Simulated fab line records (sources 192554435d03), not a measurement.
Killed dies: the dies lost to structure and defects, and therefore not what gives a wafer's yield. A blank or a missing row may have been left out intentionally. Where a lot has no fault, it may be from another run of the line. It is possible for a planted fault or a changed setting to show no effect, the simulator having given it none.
Lot-split experiment | flow n5-finfet | 7 lots, 39 wafers read, on a route of 1938 steps

== ON THE SPLIT ==
At N5_DUMMY_GATE_EXPOSE_12 (exposes mask GATE, target cd 25 nm), the setting dose-mj was moved away from the recipe's 34 on 15 of the 39 wafers read, by -7.4% to +5.4%. All remaining wafers had this setting at the recipe value.

== FROM THE SPLIT TO THE READING: what the file shows between them, 2 steps ==
- N5_DUMMY_GATE_PEB_13: peb time 60 s
- N5_DUMMY_GATE_DEVELOP_14: develop time 30 s

== THE READING ==
At N5_DUMMY_GATE_CD_MEAS_15: cd-nm in nanometres, against a target cd of 25.8 nm. On this fab line, fault-free wafers typically give 25.06 nm with a standard deviation of 0.28 nm.

wafer  | tool, chamber at the split | dose-mj as run | against the recipe | cd-nm, nm | against lot-mates on the recipe
L077.1 | euv-scanner-01, 0          | 35.66          | +4.9%              | 23.93     | -1.00
L077.2 | euv-scanner-01, 0          | 34             | recipe             | 25.10     | -
L077.3 | euv-scanner-01, 0          | 35.66          | +4.9%              | 24.35     | -0.58
L077.4 | euv-scanner-01, 0          | 35.66          | +4.9%              | 24.08     | -0.85
L077.5 | euv-scanner-01, 0          | 34             | recipe             | 24.97     | -
L077.6 | euv-scanner-01, 0          | 34             | recipe             | 24.73     | -
L078.1 | euv-scanner-02, 0          | 34             | recipe             | 24.79     | -
L078.2 | euv-scanner-02, 0          | 34             | recipe             | 24.91     | -
L078.3 | euv-scanner-02, 0          | 34             | recipe             | 24.91     | -
L078.4 | euv-scanner-02, 0          | 34             | recipe             | 24.89     | -
L078.5 | euv-scanner-02, 0          | 34             | recipe             | 24.89     | -
L078.6 | euv-scanner-02, 0          | 34             | recipe             | 25.19     | -
L080.1 | euv-scanner-02, 0          | 34             | recipe             | 25.27     | -
L080.2 | euv-scanner-02, 0          | 31.5           | -7.4%              | 27.01     | +1.76
L080.3 | euv-scanner-02, 0          | 31.5           | -7.4%              | 26.72     | +1.47
L080.4 | euv-scanner-02, 0          | 34             | recipe             | 24.87     | -
L080.5 | euv-scanner-02, 0          | 34             | recipe             | 25.62     | -
L080.6 | euv-scanner-02, 0          | 31.5           | -7.4%              | 26.37     | +1.12
L081.1 | euv-scanner-01, 0          | 34             | recipe             | 25.73     | -
L081.2 | euv-scanner-01, 0          | 34             | recipe             | 25.16     | -
L081.3 | euv-scanner-01, 0          | 34             | recipe             | 25.23     | -
L084.1 | euv-scanner-02, 0          | 34             | recipe             | 24.91     | -
L084.2 | euv-scanner-02, 0          | 34             | recipe             | 25.00     | -
L084.3 | euv-scanner-02, 0          | 34             | recipe             | 24.45     | -
L084.4 | euv-scanner-02, 0          | 32.43          | -4.6%              | 25.51     | +0.72
L084.5 | euv-scanner-02, 0          | 32.43          | -4.6%              | 25.77     | +0.98
L084.6 | euv-scanner-02, 0          | 32.43          | -4.6%              | 25.77     | +0.98
L089.1 | euv-scanner-01, 0          | 32.35          | -4.9%              | 25.71     | +0.80
L089.2 | euv-scanner-01, 0          | 32.35          | -4.9%              | 25.86     | +0.95
L089.3 | euv-scanner-01, 0          | 34             | recipe             | 25.03     | -
L089.4 | euv-scanner-01, 0          | 34             | recipe             | 24.71     | -
L089.5 | euv-scanner-01, 0          | 34             | recipe             | 25.00     | -
L089.6 | euv-scanner-01, 0          | 32.35          | -4.9%              | 25.97     | +1.06
L096.1 | euv-scanner-01, 0          | 34             | recipe             | 25.68     | -
L096.2 | euv-scanner-01, 0          | 35.85          | +5.4%              | 24.09     | -1.31
L096.3 | euv-scanner-01, 0          | 35.85          | +5.4%              | 24.44     | -0.96
L096.4 | euv-scanner-01, 0          | 35.85          | +5.4%              | 24.16     | -1.24
L096.5 | euv-scanner-01, 0          | 34             | recipe             | 25.07     | -
L096.6 | euv-scanner-01, 0          | 34             | recipe             | 25.46     | -

THE FIT
A straight line over all 39 wafers: cd-nm changes by -0.182 nm for each +1% of dose-mj; r = -0.91; the points scatter about the line by 0.3 nm.
The same after taking each lot's own level away (the mean of its wafers on the recipe; 39 wafers): -0.195 nm for each +1%; r = -0.96; scatter 0.21 nm.
Per that fit: largest dose-mj move, reading shift of 1.4 nm.
The lots' own levels span 24.787 to 25.403 nm, that is 2.2 times the standard deviation above.
The two slopes agree, so the slope changes little with the lot-to-lot level.
Check: for one of the wafers moved furthest among these (-7.4%), held out of the fit, the line's prediction against its lot-mates is +1.38 nm. It came out at +1.76 nm against them.

== THE FILE'S OWN FIT ==
cd-nm changes by -0.195 nm for each +1% of dose-mj, r = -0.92.
